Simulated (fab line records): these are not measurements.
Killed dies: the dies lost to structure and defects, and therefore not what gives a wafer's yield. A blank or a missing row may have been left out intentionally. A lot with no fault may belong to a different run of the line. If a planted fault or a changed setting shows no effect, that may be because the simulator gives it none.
A struck lot beside a sound one | flow n5-finfet | 16 steps out of a route of 1938
Sound: the wafers L595.2, L595.5, L595.6. Struck: wafer L603.1. (L603.5 of the same lot was not struck and is left out.) The cause comes at the end.
Each step with rows lists, per side, the tool, then ch with its chambers, then its first start. Under that, the readings that differ: sound wafers | struck wafers | difference of the means | sigmas: that difference in standard deviations of wafers without a fault.
alike: readings whose means differ by less than 2 such deviations, and words and numbers that are the same on both sides. not compared: withheld readings, readings that some wafer has no value for, bounds like >300 that may hide the same value, and numbers for which the record gives no deviation and whose values overlap.
Wherever a step has rows on one side only, a row that says differs or no value, or a row with sigmas, the two part there. Non-overlapping numbers with no deviation appear without sigmas and do not part them. A reading missing from all wafers of one side parts the sides only when that side holds two or more wafers.

first, 4 steps without rows for these wafers: N5_BEOL_M3_SOFTBAKE_23 (time 60 s); N5_BEOL_M3_EXPOSE_25 (exposes mask V2, defocus 5 nm); N5_BEOL_M3_PEB_26 (peb time 60 s); N5_BEOL_M3_DEVELOP_27 (develop time 30 s).
N5_BEOL_M3_CD_MEAS_28: target cd 25.7 nm, target cd y 23.3 nm.
  sound on cd-sem-01 ch 0, day 10 09:39; struck on cd-sem-02 ch 0, day 11 23:16
  alike: cd-nm
N5_BEOL_M3_OVL_MEAS_29:
  sound on overlay-01 ch 0, day 10 09:41; struck on overlay-01 ch 0, day 11 23:17
  alike: V2_OVL
N5_BEOL_M3_INSPECT_30: inspects for defects (brightfield).
  sound: defect-inspect-01 at day 10 09:44; struck: defect-inspect-02 at day 11 23:21
  alike: raw-defect-count
N5_BEOL_M3_DESCUM_33: chemistry O2, time 7 s.
  sound on rie-diel-01 ch 0,2,3, day 10 09:46; struck on rie-diel-04 ch 2, day 11 23:23
  alike: drypump-motor-current-A, oes-product-au, rf-vpp-V, showerhead-plenum-p-Torr, throttle-valve-pct
  not compared: rf-hours-counter-h
N5_BEOL_M3_ETCH_77: etches underlayer in N2/H2, target depth 6.5 nm, time 5.2 s.
  sound on rie-diel-01 ch 0,2,3, day 10 09:48; struck on rie-diel-04 ch 2, day 11 23:25
  reading      | sound             | struck | difference | sigmas
  rf-vpp-V (V) | 524.2 523.5 523.9 | 518.7  | -5.2       | -2
  alike: drypump-motor-current-A, etch-rf-on-time-s, oes-product-au, showerhead-plenum-p-Torr, throttle-valve-pct
  not compared: rf-hours-counter-h
N5_BEOL_M3_ETCH_69: etches SiARC in CF4, target depth 15.6 nm, time 26 s.
  sound on rie-diel-01 ch 0,2,3, day 10 09:49; struck on rie-diel-04 ch 2, day 11 23:26
  reading                         | sound          | struck | difference | sigmas
  showerhead-plenum-p-Torr (Torr) | 2.18 2.10 2.16 | 2.03   | -0.12      | -2
  alike: drypump-motor-current-A, etch-rf-on-time-s, oes-product-au, rf-vpp-V, throttle-valve-pct
  not compared: rf-hours-counter-h
N5_BEOL_M3_ALD_98: deposits SiO2, target thk 2.5 nm, pulse time 1 s, co reactant pulse time 1 s.
  sound on ald-sin-02 ch 2,3, day 10 10:12; struck on ald-sin-04 ch 0, day 11 23:39
  reading                    | sound             | struck | difference | sigmas
  precursor-pulse-height-rel | 1.008 1.011 1.007 | 0.968  | -0.041     | -2
  alike: heater-power-w
N5_BEOL_M3_ETCHBACK_99: etches SiO2 in CHF3, target depth 5 nm, time 10.4 s.
  sound on rie-diel-01 ch 0,1,3, day 10 14:00; struck on rie-diel-06 ch 1, day 12 03:43
  alike: drypump-motor-current-A, oes-product-au, rf-vpp-V, showerhead-plenum-p-Torr, throttle-valve-pct
  not compared: rf-hours-counter-h
N5_BEOL_M3_ETCH_70: etches SOC in N2/H2, target depth 80 nm, overetch 16 nm, time 120 s.
  sound on rie-diel-01 ch 0,1,3, day 10 14:02; struck on rie-diel-06 ch 1, day 12 03:46
  reading                                    | sound             | struck | difference | sigmas
  run-length-s (s)                           | 143.3 143.0 143.8 | 185.2  | +41.8      | +99 or more
  model.SiARC_of_BEOL_M3_COAT_68.thk-nm (nm) | 6.6 6.4 5.8       | 4      | -2         |
  alike: drypump-motor-current-A, oes-product-au, rf-vpp-V, showerhead-plenum-p-Torr, throttle-valve-pct
  not compared: rf-hours-counter-h
then, 1 step without rows for these wafers: N5_BEOL_M3_STRIP_71 (strips in N2/H2).
N5_BEOL_M4_RC_MEAS_101:
  sound on prober-02 ch 0, day 11 23:04; struck on prober-02 ch 0, day 13 11:26
  alike: DIBL_N, DIBL_P, IOFF_N, IOFF_P, ION_N, ION_P, SS_N, SS_P, VT_N, VT_P
after that, 1 step had no rows for these wafers: N5_PASSIVATION_PROBE_49.

WHERE THEY PART
Earliest at N5_BEOL_M3_ETCH_77; latest, in this record, at N5_BEOL_M3_ETCH_70. Later steps at which nothing parts them and some readings are alike: N5_BEOL_M4_RC_MEAS_101.

WHY: what had been put in by the simulator
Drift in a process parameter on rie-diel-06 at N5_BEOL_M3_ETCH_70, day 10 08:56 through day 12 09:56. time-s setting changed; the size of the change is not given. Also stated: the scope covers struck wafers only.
